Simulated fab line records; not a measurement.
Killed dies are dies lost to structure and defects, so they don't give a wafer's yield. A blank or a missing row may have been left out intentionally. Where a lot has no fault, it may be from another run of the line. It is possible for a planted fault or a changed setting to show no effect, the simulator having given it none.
Problem report, 8D (eight disciplines) form, completed by code -- flow nandHarc -- the parts of the form that need people (team, actions taken, sign-off) are left out

## 1. THE ISSUE
Mean of rawDefectCount at NHARC_A_CHANNEL_HOLE_D1_INSPECT_40: 1164 across 6 wafers in 2 lots; on wafers with no fault it is 63 (standard deviation 19). Measured from the usual mean, that is +58 standard deviations.
The first sign was on wafer L683.1 at day 13 01:02, on defectInspect-02. The record has a number at this step for 33 wafers belonging to 11 lots. Rule for "out" (also "out of limits"): further than 4 standard deviations from the usual mean. All remaining wafers that have a number are taken as sound.

## 2. WHAT IT IS, AND WHAT IT ISN'T
question,is,is not
which readings at this step,rawDefectCount,-
which lots,"L683, L685","L665, L666, L668, L669, L671, L677, L678, L682, L684"
which wafers of those lots,all that have a number,-
read on which gauges,"defectInspect-01, defectInspect-02",-
when,from day 13 01:02,up to then (24 sound wafers); but 3 sound wafers of L684 came after

## 3. SUSPECTS, AND WHAT RULES EACH OUT
Counting: a tool at any process step up to the reading remains a suspect when it ran all the lots that are out and ran no sound lot after the first of those.
- the gauge at NHARC_A_CHANNEL_HOLE_D1_INSPECT_40: ruled out. Those wafers that are out were read across 2 gauges (defectInspect-01, defectInspect-02).
- harEtch-01 at NHARC_A_CHANNEL_HOLE_D1_ETCH_20 (etches the open film in C4F8/O2/Ar, time 361.9 s, target depth 1600 nm): kept. Every lot that is out went through it, starting with L683 (day 12 19:30), and after that it ran no sound lot; the last sound lot it ran before then is L677 (day 11 11:35).
Remaining after the count: harEtch-01 at NHARC_A_CHANNEL_HOLE_D1_ETCH_20.

## 4. THE CAUSE (what the simulator had put in)
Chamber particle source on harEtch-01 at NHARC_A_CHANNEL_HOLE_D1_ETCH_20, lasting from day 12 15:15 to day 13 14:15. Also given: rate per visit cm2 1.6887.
The count eliminated every tool but this one.

## 5. THE EFFECT CHAIN, in route order
One row per reading whose mean, taken over the struck wafers that have a number, lies over 3 standard deviations from the usual. Readings are gone through only where the record gives a usual standard deviation; hours: the median, over the lots, of the time from a lot's start at the first step in this table giving one to that lot's start at this step; sigmas: the change measured in usual standard deviations.
hours,step,reading,usual,on struck wafers,change,sigmas
0,NHARC_A_CHANNEL_HOLE_D1_INSPECT_40,rawDefectCount,63,1164,+1101,+58
259,NHARC_END_SORT_01,killedAtArray,27,98,+71,+6.5
259,NHARC_END_SORT_01,killedDies,31,103,+72,+6.5

## 6. HOW IT WOULD HAVE BEEN CAUGHT EARLIER
Counted from the fault's start at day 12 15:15, it took 10 hours until the first out-of-limits reading at a measuring or inspecting step in this record, taken at day 13 01:02.
An alarm limit of 4 standard deviations would not have fired on the tool readings at NHARC_A_CHANNEL_HOLE_D1_ETCH_20 for which the record gives a usual standard deviation, since none of them was out on any struck wafer.
Of the lots that are out (2), L685 began NHARC_A_CHANNEL_HOLE_D1_ETCH_20 on harEtch-01 after day 13 01:02. Putting the tool on hold at that point would have spared it.
